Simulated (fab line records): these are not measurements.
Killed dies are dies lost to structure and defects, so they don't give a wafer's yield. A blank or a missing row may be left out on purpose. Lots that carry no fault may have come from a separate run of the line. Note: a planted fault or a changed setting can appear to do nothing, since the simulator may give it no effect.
fab line records | flow nand_harc
[record] lots = 10 | wafers = 30 | last_day = 24
route steps=1159 shown A_CHANNEL_HOLE_D1@476 END@1159
lots with no fault: from the same line, run without faults
start_h: start of the lot's first displayed wafer, in hours after the record's first day | wait_h: time in hours since the lot's previous step | " the same as in the row above | L1.1+2: one row covering several wafers at once | - value missing, or start not given | * or withheld: withheld | < > ~ a bound
route shown NAME@n: NAME is a module with steps in the file, n the number in the route of the first one | usual: the fault-free wafers' mean and standard deviation | same: alike in all rows | chamber/n: place in a boat | sites: each site's reading | _std_site: the standard deviation of these | _edge_site: the outer-site mean with the inner-site mean subtracted | radius_mm: for every site, how far away it sits from the centre of the wafer | mask NAME#n: copy n | behind: tool/chamber where the wafer was last shaped | hold: what put the lot on hold/how long, in hours/how the hold closed | device: the n, p or np transistor that did not switch | end of line: the same wafers' tests at the end of the route | step lacking rows: just its recipe | killed: the dies lost at the first sort to structure and to defects; this is not the yield of the wafer | map: a wafer's dies, x killed, . not, _ none there
set.NAME: the setting that was run; set.NAME@STEP: the one run at that earlier step | model.NAME: the simulator's own value behind a step, which no gauge read
route steps across a sampled set of lots; one table per step, one row per wafer
services: a tool's chamber out of use, with start hour (start_h, from the record's first day; less than 0 if before it), hours out, and reason
[[steps]]
[step NHARC_A_CHANNEL_HOLE_D1_ETCH_24]
[recipe] bias_v = 5000 | source_w = withheld | pressure_mtorr = 20 | time_s = 906.2 | ar_flow_sccm = 375 | c4f8_flow_sccm = 93.8 | o2_flow_sccm = 31.2 | temp_c = -20 | target_depth_a = 15000 | chemistry = C4F8/O2/Ar
[usual] c4f8_flow_sccm = 93.78/0.27 | drypump_motor_current_A = 6.00/0.21 | esc_clamp_current_uA = 0.0216/0.00034 | o2_flow_sccm = 31.22/0.1 | showerhead_plenum_p_Torr = 3.67/0.098 | throttle_valve_pct = 32.236/0.0091
lot.wafer | tool        | chamber | start_h | wait_h | c4f8_flow_sccm | drypump_motor_current_A | esc_clamp_current_uA | o2_flow_sccm | rf_hours_counter_h | showerhead_plenum_p_Torr | throttle_valve_pct
L671.2    | har_etch-01 | 1       | 191.54  | 0.6    | 93.91          | 5.84                    | 0.0218               | 31.29        | 196                | 3.75                     | 32.253
L671.3    | "           | 0       | "       | "      | 93.66          | 6.34                    | 0.0218               | 31.17        | -                  | 3.82                     | 32.234
L671.5    | "           | 0       | "       | "      | 93.98          | 6.34                    | 0.0218               | 31.20        | -                  | 3.82                     | 32.238
L675.1    | har_etch-02 | 0       | 198.80  | 0.6    | 93.53          | 5.83                    | 0.0219               | 31.32        | 106                | 3.60                     | 32.234
L675.4    | "           | 1       | "       | "      | 93.59          | 6.03                    | 0.0210               | 31.33        | -                  | 3.58                     | 32.231
L675.5    | "           | 0       | "       | "      | 93.59          | 5.81                    | 0.0218               | 31.21        | -                  | 3.60                     | 32.237
L676.4    | har_etch-02 | 0       | 203.26  | 0.6    | 93.37          | 5.82                    | 0.0218               | 31.16        | -                  | 3.60                     | 32.222
L676.6    | "           | 1       | "       | "      | 94.27          | 6.04                    | 0.0211               | 31.25        | -                  | 3.58                     | 32.230
L676.5    | "           | 0       | "       | "      | 93.71          | 5.83                    | 0.0219               | 31.36        | -                  | 3.60                     | 32.224
L679.1    | har_etch-01 | 0       | 235.94  | 0.6    | 93.29          | 6.36                    | 0.0218               | 31.24        | 216                | 3.81                     | 32.240
L679.4    | "           | 1       | "       | "      | 93.52          | 5.86                    | 0.0217               | 31.23        | -                  | 3.74                     | 32.223
L679.5    | "           | 1       | "       | "      | 93.06          | 5.83                    | 0.0218               | 31.03        | -                  | 3.74                     | 32.257
L684.1    | har_etch-02 | 1       | 253.51  | 0.6    | 93.42          | 6.03                    | 0.0211               | 31.18        | 132                | 3.57                     | 32.239
L684.3    | "           | 1       | "       | "      | 93.35          | 6.04                    | 0.0211               | 31.25        | -                  | 3.57                     | 32.225
L684.5    | "           | 1       | "       | "      | 93.24          | 6.08                    | 0.0211               | 31.16        | -                  | 3.57                     | 32.237
L682.1    | har_etch-02 | 1       | 257.68  | 0.6    | 93.75          | 6.03                    | 0.0211               | 31.29        | 136                | 3.57                     | 32.245
L682.3    | "           | 0       | "       | "      | 93.78          | 5.82                    | 0.0218               | 31.31        | -                  | 3.59                     | 32.232
L682.5    | "           | 1       | "       | "      | 93.65          | 6.02                    | 0.0211               | 31.19        | -                  | 3.57                     | 32.239
L691.1    | har_etch-01 | 0       | 290.99  | 0.6    | 93.92          | 6.32                    | 0.0218               | 31.14        | 245                | 3.79                     | 32.248
L691.3    | "           | 1       | "       | "      | 93.35          | 5.82                    | 0.0218               | 31.26        | -                  | 3.72                     | 32.245
L691.6    | "           | 0       | "       | "      | 93.40          | 6.29                    | 0.0219               | 31.17        | -                  | 3.79                     | 32.241
L690.3    | har_etch-02 | 0       | 291.08  | 0.6    | 93.41          | 5.85                    | 0.0219               | 31.33        | -                  | 3.58                     | 32.248
L690.4    | "           | 1       | "       | "      | 93.61          | 6.03                    | 0.0210               | 31.26        | -                  | 3.56                     | 32.234
L690.6    | "           | 1       | "       | "      | 93.92          | 6.04                    | 0.0211               | 31.16        | -                  | 3.56                     | 32.232
L689.1    | har_etch-02 | 0       | 294.99  | 0.6    | 94.12          | 5.82                    | 0.0219               | 31.15        | 152                | 3.58                     | 32.233
L689.2    | "           | 1       | "       | "      | 93.69          | 6.06                    | 0.0212               | 31.21        | 152                | 3.56                     | 32.248
L689.6    | "           | 0       | "       | "      | 93.92          | 5.82                    | 0.0219               | 31.21        | -                  | 3.58                     | 32.240
L694.1    | har_etch-02 | 1       | 313.88  | 0.6    | 93.80          | 6.03                    | 0.0211               | 31.09        | 160                | 3.55                     | 32.215
L694.2    | "           | 0       | "       | "      | 93.78          | 5.84                    | 0.0219               | 31.26        | 160                | 3.57                     | 32.235
L694.5    | "           | 0       | "       | "      | 93.73          | 5.83                    | 0.0219               | 31.33        | -                  | 3.57                     | 32.245
[step NHARC_A_CHANNEL_HOLE_D1_ETCH_33]
[recipe] bias_v = 400 | source_w = 2000 | pressure_mtorr = 25 | time_s = 90 | ar_flow_sccm = 375 | c4f8_flow_sccm = 41.7 | o2_flow_sccm = 83.3 | temp_c = -20 | target_depth_a = 4000 | chemistry = C4F8/O2/Ar
[usual] bias_v = 400/3.9 | c4f8_flow_sccm = 41.69/0.14 | drypump_motor_current_A = 6.00/0.21 | esc_clamp_current_uA = 0.0216/0.00033 | o2_flow_sccm = 83.32/0.26 | showerhead_plenum_p_Torr = 3.71/0.1 | throttle_valve_pct = 27.620/0.0078
lot.wafer | tool        | chamber | start_h | wait_h | bias_v | c4f8_flow_sccm | drypump_motor_current_A | esc_clamp_current_uA | o2_flow_sccm | rf_hours_counter_h | showerhead_plenum_p_Torr | throttle_valve_pct
L671.2    | har_etch-01 | 1       | 193.29  | 0.2    | 400    | 41.74          | 5.89                    | 0.0217               | 83.54        | 198                | 3.80                     | 27.605
L671.3    | "           | 0       | "       | "      | 399    | 41.68          | 6.33                    | 0.0218               | 83.35        | -                  | 3.87                     | 27.624
L671.5    | "           | 0       | "       | "      | 399    | 41.47          | 6.35                    | 0.0218               | 83.41        | -                  | 3.86                     | 27.603
L675.1    | har_etch-02 | 0       | 200.55  | 0.2    | 400    | 41.63          | 5.82                    | 0.0219               | 83.69        | 108                | 3.64                     | 27.625
L675.4    | "           | 1       | "       | "      | 398    | 41.53          | 6.05                    | 0.0210               | 83.41        | -                  | 3.62                     | 27.625
L675.5    | "           | 0       | "       | "      | 397    | 41.74          | 5.82                    | 0.0218               | 83.76        | -                  | 3.64                     | 27.624
L676.4    | har_etch-02 | 0       | 204.81  | 0.2    | 400    | 41.87          | 5.83                    | 0.0219               | 83.67        | -                  | 3.64                     | 27.618
L676.6    | "           | 1       | "       | "      | 406    | 41.91          | 6.06                    | 0.0211               | 83.06        | -                  | 3.62                     | 27.603
L676.5    | "           | 0       | "       | "      | 406    | 41.88          | 5.84                    | 0.0219               | 83.53        | -                  | 3.64                     | 27.614
L679.1    | har_etch-01 | 0       | 237.81  | 0.2    | 393    | 41.67          | 6.32                    | 0.0218               | 82.90        | 218                | 3.85                     | 27.623
L679.4    | "           | 1       | "       | "      | 406    | 41.93          | 5.79                    | 0.0217               | 83.52        | -                  | 3.79                     | 27.622
L679.5    | "           | 1       | "       | "      | 404    | 41.74          | 5.79                    | 0.0218               | 83.20        | -                  | 3.79                     | 27.613
L684.1    | har_etch-02 | 1       | 255.25  | 0.2    | 407    | 41.70          | 6.06                    | 0.0212               | 83.21        | 133                | 3.61                     | 27.634
L684.3    | "           | 1       | "       | "      | 403    | 41.59          | 6.08                    | 0.0211               | 83.07        | -                  | 3.61                     | 27.617
L684.5    | "           | 1       | "       | "      | 400    | 41.78          | 6.05                    | 0.0211               | 83.12        | -                  | 3.61                     | 27.626
L682.1    | har_etch-02 | 1       | 259.43  | 0.2    | 401    | 41.72          | 6.07                    | 0.0210               | 83.43        | 137                | 3.61                     | 27.614
L682.3    | "           | 0       | "       | "      | 401    | 41.77          | 5.82                    | 0.0219               | 83.62        | -                  | 3.62                     | 27.624
L682.5    | "           | 1       | "       | "      | 403    | 41.71          | 6.07                    | 0.0211               | 83.53        | -                  | 3.61                     | 27.624
L690.3    | har_etch-02 | 0       | 292.72  | 0.2    | 402    | 41.60          | 5.83                    | 0.0219               | 83.13        | -                  | 3.62                     | 27.614
L690.4    | "           | 1       | "       | "      | 404    | 41.55          | 6.05                    | 0.0211               | 83.00        | -                  | 3.60                     | 27.619
L690.6    | "           | 1       | "       | "      | 400    | 41.52          | 6.05                    | 0.0211               | 83.21        | -                  | 3.60                     | 27.608
L691.1    | har_etch-01 | 0       | 292.83  | 0.2    | 396    | 41.82          | 6.36                    | 0.0218               | 83.52        | 246                | 3.84                     | 27.625
L691.3    | "           | 1       | "       | "      | 397    | 41.54          | 5.89                    | 0.0218               | 83.41        | -                  | 3.77                     | 27.616
L691.6    | "           | 0       | "       | "      | 395    | 41.66          | 6.35                    | 0.0218               | 83.59        | -                  | 3.84                     | 27.620
L689.1    | har_etch-02 | 0       | 296.85  | 0.2    | 407    | 41.61          | 5.83                    | 0.0219               | 83.54        | 154                | 3.62                     | 27.630
L689.2    | "           | 1       | "       | "      | 401    | 41.56          | 6.05                    | 0.0210               | 83.48        | 154                | 3.60                     | 27.621
L689.6    | "           | 0       | "       | "      | 402    | 41.53          | 5.84                    | 0.0219               | 83.78        | -                  | 3.62                     | 27.618
L694.1    | har_etch-02 | 1       | 315.74  | 0.2    | 402    | 41.53          | 6.04                    | 0.0211               | 83.33        | 161                | 3.59                     | 27.615
L694.2    | "           | 0       | "       | "      | 402    | 41.65          | 5.84                    | 0.0220               | 83.82        | 161                | 3.61                     | 27.612
L694.5    | "           | 0       | "       | "      | 396    | 41.83          | 5.83                    | 0.0219               | 83.63        | -                  | 3.61                     | 27.628
[step NHARC_A_CHANNEL_HOLE_D1_ETCH_44]
[recipe] target_depth_a = 1400 | overetch_a = 140 | time_s = 77 | ion_energy_ev = 100 | cf4_flow_sccm = 80 | o2_flow_sccm = 20 | ar_flow_sccm = 0 | rf_w = 300 | bias_w = 100 | chemistry = CF4/O2
[usual] drypump_motor_current_A = 5.73/0.3 | o2_flow_sccm = 20.00/0.06 | oes_product_au = 0.997/0.013 | rf_vpp_V = 197.5/1.3 | showerhead_plenum_p_Torr = 1.32/0.058 | throttle_valve_pct = 13.398/0.0093
lot.wafer | tool        | chamber | start_h | wait_h | drypump_motor_current_A | o2_flow_sccm | oes_product_au | rf_hours_counter_h | rf_vpp_V | showerhead_plenum_p_Torr | throttle_valve_pct
L671.3    | rie_diel-01 | 2       | 194.01  | 0.1    | 5.85                    | 19.99        | 0.994          | 2                  | 197.9    | 1.32                     | 13.387
L671.2    | "           | 3       | "       | "      | 5.79                    | 20.06        | 0.985          | 2                  | 197.3    | 1.33                     | 13.379
L671.5    | "           | 2       | "       | "      | 5.85                    | 19.93        | 0.996          | -                  | 197.8    | 1.32                     | 13.409
L675.1    | rie_diel-01 | 3       | 201.26  | 0.0    | 5.81                    | 19.96        | 1.000          | 3                  | 199.0    | 1.33                     | 13.389
L675.4    | "           | 0       | "       | "      | 5.65                    | 19.96        | 1.018          | 3                  | 199.5    | 1.39                     | 13.394
L675.5    | "           | 0       | "       | "      | 5.66                    | 19.89        | 1.016          | -                  | 197.9    | 1.39                     | 13.401
L676.4    | rie_diel-01 | 0       | 205.46  | 0.1    | 5.67                    | 20.04        | 1.008          | 3                  | 199.9    | 1.39                     | 13.420
L676.6    | "           | 0       | "       | "      | 5.66                    | 20.00        | 1.018          | -                  | 199.3    | 1.39                     | 13.390
L676.5    | "           | 1       | "       | "      | 5.82                    | 19.96        | 0.990          | -                  | 196.8    | 1.31                     | 13.394
L679.1    | rie_diel-07 | 0       | 238.57  | 0.1    | 5.72                    | 20.01        | 0.994          | 0                  | 198.1    | 1.26                     | 13.390
L679.4    | "           | 2       | "       | "      | 5.61                    | 20.01        | 0.989          | 0                  | 196.5    | 1.25                     | 13.394
L679.5    | "           | 3       | "       | "      | 5.53                    | 20.07        | 1.024          | -                  | 196.5    | 1.27                     | 13.400
L684.3    | rie_diel-01 | 2       | 255.97  | 0.1    | 5.86                    | 20.05        | 0.997          | 8                  | 197.3    | 1.32                     | 13.408
L684.1    | "           | 3       | "       | "      | 5.80                    | 19.93        | 0.977          | 8                  | 197.7    | 1.32                     | 13.396
L684.5    | "           | 3       | "       | "      | 5.78                    | 19.94        | 0.987          | -                  | 197.8    | 1.33                     | 13.406
L682.3    | rie_diel-07 | 0       | 260.16  | 0.1    | 5.72                    | 20.10        | 0.982          | 3                  | 196.2    | 1.26                     | 13.379
L682.1    | "           | 1       | "       | "      | 5.00                    | 19.91        | 0.992          | 2                  | 197.7    | 1.43                     | 13.401
L682.5    | "           | 3       | "       | "      | 5.57                    | 19.86        | 1.018          | -                  | 196.8    | 1.27                     | 13.388
L691.3    | rie_diel-09 | 3       | 293.61  | 0.1    | 5.71                    | 19.97        | 0.978          | 3                  | 198.1    | 1.37                     | 13.391
L691.1    | "           | 2       | "       | "      | 6.07                    | 19.99        | 0.993          | 3                  | 195.8    | 1.25                     | 13.395
L691.6    | "           | 3       | "       | "      | 5.68                    | 19.96        | 0.967          | -                  | 197.6    | 1.37                     | 13.387
L690.3    | rie_diel-01 | 1       | 293.88  | 0.5    | 5.84                    | 19.97        | 0.986          | 11                 | 199.1    | 1.31                     | 13.389
L690.4    | "           | 3       | "       | "      | 5.81                    | 19.92        | 0.985          | 10                 | 197.0    | 1.32                     | 13.398
L690.6    | "           | 1       | "       | "      | 5.80                    | 19.92        | 0.992          | -                  | 197.2    | 1.31                     | 13.420
L689.1    | rie_diel-01 | 1       | 297.61  | 0.1    | 5.79                    | 19.88        | 0.989          | 11                 | 198.5    | 1.31                     | 13.390
L689.2    | "           | 2       | "       | "      | 5.89                    | 19.89        | 1.000          | 11                 | 196.7    | 1.32                     | 13.389
L689.6    | "           | 1       | "       | "      | 5.83                    | 19.91        | 0.988          | -                  | 197.3    | 1.31                     | 13.402
L694.2    | rie_diel-07 | 3       | 316.51  | 0.1    | 5.54                    | 19.97        | 0.999          | 4                  | 197.6    | 1.27                     | 13.399
L694.1    | "           | 2       | "       | "      | 5.63                    | 20.05        | 0.979          | 4                  | 197.7    | 1.25                     | 13.412
L694.5    | "           | 2       | "       | "      | 5.66                    | 20.04        | 0.973          | -                  | 195.8    | 1.25                     | 13.398
[step NHARC_A_CHANNEL_HOLE_D1_CD_MEAS_30]
[usual] cd_nm = 89.3/1.6
lot.wafer | tool      | chamber | start_h | wait_h | cd_nm
L671.2    | cd_sem-01 | -       | 194.81  | -      | 86.2
L671.3    | "         | -       | "       | "      | 90.9
L671.5    | "         | -       | "       | "      | 90.8
L675.1    | cd_sem-02 | -       | 202.07  | -      | 88.4
L675.4    | "         | -       | "       | "      | 90.0
L675.5    | "         | -       | "       | "      | 90.1
L676.4    | cd_sem-02 | -       | 206.27  | -      | 90.2
L676.5    | "         | -       | "       | "      | 90.1
L676.6    | "         | -       | "       | "      | 91.5
L679.1    | cd_sem-01 | -       | 239.36  | -      | 88.6
L679.4    | "         | -       | "       | "      | 90.3
L679.5    | "         | -       | "       | "      | 88.3
L684.1    | cd_sem-03 | -       | 256.77  | -      | 92.2
L684.3    | "         | -       | "       | "      | 90.1
L684.5    | "         | -       | "       | "      | 91.3
L682.1    | cd_sem-03 | -       | 260.95  | -      | 92.6
L682.3    | "         | -       | "       | "      | 89.3
L682.5    | "         | -       | "       | "      | 89.4
L691.1    | cd_sem-02 | -       | 294.53  | -      | 89.1
L691.3    | "         | -       | "       | "      | 89.7
L691.6    | "         | -       | "       | "      | 87.8
L690.3    | cd_sem-01 | -       | 294.67  | -      | 87.4
L690.4    | "         | -       | "       | "      | 89.6
L690.6    | "         | -       | "       | "      | 88.3
L689.1    | cd_sem-03 | -       | 298.41  | -      | 87.7
L689.2    | "         | -       | "       | "      | 92.3
L689.6    | "         | -       | "       | "      | 86.6
L694.1    | cd_sem-03 | -       | 317.43  | -      | 89.0
L694.2    | "         | -       | "       | "      | 89.3
L694.5    | "         | -       | "       | "      | 89.8
[step NHARC_A_CHANNEL_HOLE_D1_INSPECT_40]
[usual] raw_defect_count = 61/19
lot.wafer | tool              | chamber | start_h | wait_h | raw_defect_count
L671.2    | defect_inspect-02 | -       | 195.00  | -      | 71
L671.3    | "                 | -       | "       | "      | 37
L671.5    | "                 | -       | "       | "      | 78
L675.1    | defect_inspect-01 | -       | 202.26  | -      | 44
L675.4    | "                 | -       | "       | "      | 57
L675.5    | "                 | -       | "       | "      | 42
L676.4    | defect_inspect-02 | -       | 206.47  | -      | 52
L676.5    | "                 | -       | "       | "      | 56
L676.6    | "                 | -       | "       | "      | 55
L679.1    | defect_inspect-02 | -       | 239.54  | -      | 125
L679.4    | "                 | -       | "       | "      | 102
L679.5    | "                 | -       | "       | "      | 84
L684.1    | defect_inspect-02 | -       | 256.96  | -      | 80
L684.3    | "                 | -       | "       | "      | 55
L684.5    | "                 | -       | "       | "      | 71
L682.1    | defect_inspect-02 | -       | 261.15  | -      | 68
L682.3    | "                 | -       | "       | "      | 46
L682.5    | "                 | -       | "       | "      | 81
L691.1    | defect_inspect-02 | -       | 294.72  | -      | 60
L691.3    | "                 | -       | "       | "      | 69
L691.6    | "                 | -       | "       | "      | 59
L690.3    | defect_inspect-01 | -       | 294.88  | -      | 449
L690.4    | "                 | -       | "       | "      | 439
L690.6    | "                 | -       | "       | "      | 446
L689.1    | defect_inspect-02 | -       | 298.60  | -      | 467
L689.2    | "                 | -       | "       | "      | 439
L689.6    | "                 | -       | "       | "      | 484
L694.1    | defect_inspect-02 | -       | 317.62  | -      | 57
L694.2    | "                 | -       | "       | "      | 63
L694.5    | "                 | -       | "       | "      | 74
[step NHARC_END_SORT_01]
[recipe] temp_c = 25
[usual] killed_at_array = 29/10 | killed_at_other = 0.7/1 | killed_at_periphery = 3.7/2.6 | killed_dies = 33/10 | killed_open = 3.4/1.8 | killed_short = 1.8/1.3
[same] gross_dies = 677
lot.wafer | tool      | chamber | start_h | wait_h | killed_at_array | killed_at_other | killed_at_periphery | killed_dies | killed_open | killed_short
L690.3    | prober-02 | 0       | 553.09  | 3.1    | 55              | 0               | 3                   | 58          | 3           | 1
L690.4    | prober-02 | 0       | 553.89  | 3.4    | 79              | 0               | 5                   | 84          | 4           | 2
L690.6    | prober-02 | 0       | 555.49  | 4.0    | 65              | 0               | 2                   | 67          | 3           | 2
L689.1    | prober-02 | 0       | 559.26  | 2.5    | 60              | 0               | 6                   | 66          | 3           | 2
L689.2    | prober-02 | 0       | 560.06  | 2.8    | 114             | 0               | 8                   | 122         | 2           | 3
L689.6    | prober-02 | 0       | 563.26  | 4.0    | 65              | 0               | 13                  | 78          | 6           | 1
// killed by level:class
L690.3 A_CHANNEL_HOLE_D1:unspecified=36 A_CHANNEL_HOLE_D1:chamber_film_flake=7 A_CONTACT:chamber_film_flake=4 A_STAIRCASE:chamber_film_flake=2 A_WL_FILL:chamber_film_flake=2 A_STAIRCASE:geometric_particle:open=1 A_WL_FILL:geometric_particle:short=1 A_BLC:geometric_particle:open=1
L690.4 A_CHANNEL_HOLE_D1:unspecified=56 A_CHANNEL_HOLE_D1:chamber_film_flake=8 A_WL_FILL:chamber_film_flake=5 P_GATE:chamber_film_flake=3 A_CONTACT:chamber_film_flake=3 A_STAIRCASE:chamber_film_flake=2 P_CONTACT:geometric_particle:open=1 A_CHANNEL_FILL_D1:geometric_particle:short=1
L690.6 A_CHANNEL_HOLE_D1:unspecified=41 A_CHANNEL_HOLE_D1:chamber_film_flake=7 A_STAIRCASE:chamber_film_flake=5 A_CONTACT:chamber_film_flake=4 A_WL_FILL:chamber_film_flake=3 A_ONON_D1:geometric_particle:short=2 A_M0:geometric_particle:open=2 A_CHANNEL_FILL_D1:geometric_particle:open=1
L689.1 A_CHANNEL_HOLE_D1:unspecified=37 A_SLIT:chamber_film_flake=9 A_CHANNEL_HOLE_D1:chamber_film_flake=7 P_GATE:chamber_film_flake=2 A_SGD_CUT:chamber_film_flake=2 A_CONTACT:chamber_film_flake=2 P_M0:geometric_particle:open=1 P_M1:geometric_particle:open=1
L689.2 A_CHANNEL_HOLE_D1:unspecified=78 A_SLIT:chamber_film_flake=14 A_CONTACT:chamber_film_flake=9 A_CHANNEL_HOLE_D1:chamber_film_flake=7 P_STI:chamber_film_flake=4 A_M1:geometric_particle:short=2 P_GATE:chamber_film_flake=2 P_CONTACT:chamber_film_flake=2
L689.6 A_CHANNEL_HOLE_D1:unspecified=37 A_SLIT:chamber_film_flake=16 P_ZERO_WELL:chamber_film_flake=5 A_CONTACT:chamber_film_flake=4 A_CHANNEL_HOLE_D1:chamber_film_flake=3 P_CONTACT:geometric_particle:open=2 P_STI:chamber_film_flake=2 P_CONTACT:chamber_film_flake=2
[[services]]
tool        | chamber | start_h | hours | kind
rie_diel-01 | -       | 168.63  | 0.4   | repair
rie_diel-09 | 3       | 171.17  | 6.7   | repair
rie_diel-01 | 0       | 171.30  | -     | clean
rie_diel-01 | 1       | 171.30  | -     | clean
rie_diel-01 | 2       | 171.30  | -     | clean
rie_diel-01 | 3       | 171.30  | -     | clean
rie_diel-09 | -       | 177.28  | 1.7   | repair
rie_diel-07 | 2       | 178.39  | 15.6  | repair
rie_diel-09 | 3       | 179.97  | 3.6   | repair
rie_diel-01 | 0       | 195.80  | -     | clean
rie_diel-01 | 1       | 195.80  | -     | clean
rie_diel-01 | 2       | 195.80  | -     | clean
rie_diel-01 | 3       | 195.80  | -     | clean
rie_diel-01 | 0       | 220.37  | -     | clean
rie_diel-01 | 1       | 220.37  | -     | clean
rie_diel-01 | 2       | 220.37  | -     | clean
rie_diel-01 | 3       | 220.37  | -     | clean
rie_diel-07 | -       | 228.67  | 9.0   | pm
rie_diel-09 | -       | 254.10  | 9.0   | pm
rie_diel-07 | -       | 256.62  | 0.1   | repair
rie_diel-09 | 0       | 292.69  | 12.4  | repair
har_etch-01 | -       | 306.49  | 17.0  | pm
rie_diel-01 | -       | 314.80  | 9.0   | pm
rie_diel-07 | 1       | 315.37  | 3.0   | repair
[[key]]
[first_sign] step = NHARC_A_CHANNEL_HOLE_D1_INSPECT_40 | reading = raw_defect_count | direction = up | sigmas = 21 | usual = 61 | struck = 454
[effect] step = NHARC_END_SORT_01 | reading = killed_dies | direction = up | sigmas = 4.5 | usual = 33 | struck = 79
[more_kills_born_at] NHARC_A_CHANNEL_HOLE_D1_ETCH_44@rie_diel-01 = 283
met_at NHARC_A_CHANNEL_HOLE_D1_ETCH_44
struck_lots L689,L690
tester_left_out L689,L690
not_acting_at NHARC_A_CHANNEL_HOLE_D1_ETCH_24,NHARC_A_CHANNEL_HOLE_D1_ETCH_33,NHARC_A_CHANNEL_HOLE_D1_CD_MEAS_30
onset_between 255.97 293.88
[fault] kind = chamber_particle_source | tool = rie_diel-01 | chamber = - | onset_h = 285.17 | steps = NHARC_A_CHANNEL_HOLE_D1_ETCH_44 | rate_per_visit_cm2 = 0.62045 | end_h = 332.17
// tester_left_out: of these lots the tester's yield and bins aren't shown, on N5 and GAA mostly nor the transistor test; their killed dies are dies lost to structure and defects alone, not to doping, threshold or leakage, so they don't give the yield
